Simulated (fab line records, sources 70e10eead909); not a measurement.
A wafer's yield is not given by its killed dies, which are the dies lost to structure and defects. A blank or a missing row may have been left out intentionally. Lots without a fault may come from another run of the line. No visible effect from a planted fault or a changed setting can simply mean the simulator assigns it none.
Matching of chambers -- flow nandHarc -- NHARC_P_BONDPAD_STRIP_15 on rieDiel-06: 4 sister chambers
The step strips in O2. 4 wafers are shown with their chamber, then 10 later ones without.

== WAFERS, EACH WITH ITS CHAMBER ==
wafer,chamber,drypumpMotorCurrentA (A)
L084.1,3,6.0
L085.5,0,6.5
L086.1,2,6.7
L086.4,1,6.2

== WAFERS WITH NO CHAMBER GIVEN ==
wafer,drypumpMotorCurrentA (A)
L086.5,6.2
L088.1,5.9
L088.4,6.2
L088.5,6.7
L091.1,6.0
L091.5,6.2
L091.6,6.5
L095.1,6.0
L095.3,6.4
L095.4,6.2

== WHICH CHAMBER EACH WENT THROUGH ==
wafer,from the rows above,in truth
L086.5,1,1
L088.1,3,3
L088.4,1,1
L088.5,2,2
L091.1,3,3
L091.5,1,1
L091.6,0,0
L095.1,3,3
L095.3,0,0
L095.4,1,1
Placed correctly: 10 of 10. Number that these rows cannot place: 0. Placed wrongly: 0.
How it was worked out, from the rows above alone: a wafer's distance from a chamber is the root of the sum, over the readings, of the square of ((its reading less the chamber's mean) divided by the reading's scatter). The wafer belongs to the nearest chamber; if the next one is less than 2 further off, it can't be placed. The mean given for a chamber averages the wafers shown for that chamber. The scatter (one wafer shown for each chamber): square how far every hidden wafer sits from the nearest shown wafer, average those squares and take the square root.
